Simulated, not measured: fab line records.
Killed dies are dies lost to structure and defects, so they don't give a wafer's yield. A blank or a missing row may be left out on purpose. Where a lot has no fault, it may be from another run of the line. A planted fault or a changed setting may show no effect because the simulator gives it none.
Matching of chambers || flow n5 finfet || rie diel-06 running N5_BEOL_M3_ETCH_77: 4 sister chambers
The step etches underlayer in N2/H2, target depth 6.5 nm, time 5.2 s. 4 wafers are shown with their chamber, then 9 later ones without.

## WAFERS PAIRED WITH THEIR CHAMBERS
{"wafer": "L081.2", "chamber": 2, "throttle valve pct (%)": 17.60}
{"wafer": "L087.4", "chamber": 3, "throttle valve pct (%)": 18.12}
{"wafer": "L089.5", "chamber": 1, "throttle valve pct (%)": 17.40}
{"wafer": "L089.6", "chamber": 0, "throttle valve pct (%)": 18.09}

## WAFERS WITH NO CHAMBER GIVEN
{"wafer": "L090.2", "throttle valve pct (%)": 17.65}
{"wafer": "L090.5", "throttle valve pct (%)": 18.09}
{"wafer": "L090.6", "throttle valve pct (%)": 18.12}
{"wafer": "L092.2", "throttle valve pct (%)": 18.14}
{"wafer": "L092.3", "throttle valve pct (%)": 18.11}
{"wafer": "L092.5", "throttle valve pct (%)": 18.14}
{"wafer": "L095.3", "throttle valve pct (%)": 17.45}
{"wafer": "L095.4", "throttle valve pct (%)": 18.13}
{"wafer": "L095.5", "throttle valve pct (%)": 17.43}

## WHICH CHAMBER EACH WENT THROUGH
{"wafer": "L090.2", "from the rows above": 2, "in truth": 2}
{"wafer": "L090.5", "from the rows above": "can't be placed: 0 or 3", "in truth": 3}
{"wafer": "L090.6", "from the rows above": "can't be placed: 3 or 0", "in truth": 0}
{"wafer": "L092.2", "from the rows above": "can't be placed: 3 or 0", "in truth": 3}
{"wafer": "L092.3", "from the rows above": "can't be placed: 3 or 0", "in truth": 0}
{"wafer": "L092.5", "from the rows above": "can't be placed: 3 or 0", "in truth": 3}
{"wafer": "L095.3", "from the rows above": 1, "in truth": 1}
{"wafer": "L095.4", "from the rows above": "can't be placed: 3 or 0", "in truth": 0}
{"wafer": "L095.5", "from the rows above": 1, "in truth": 1}
Placed correctly: 3 of 9. From these rows, 6 cannot be placed; in 6 the true chamber is one of the candidates. Wrongly placed: 0.
How it was worked out, from the rows above alone: a wafer's distance from a chamber is the root of the sum, over the readings, of the square of ((its reading less the chamber's mean) divided by the reading's scatter). The wafer belongs to the nearest chamber; if the next one is less than 2 further off, it can't be placed. The mean given for a chamber averages the wafers shown for that chamber. The scatter (one wafer shown for each chamber): square how far every hidden wafer sits from the nearest shown wafer, average those squares and take the square root.
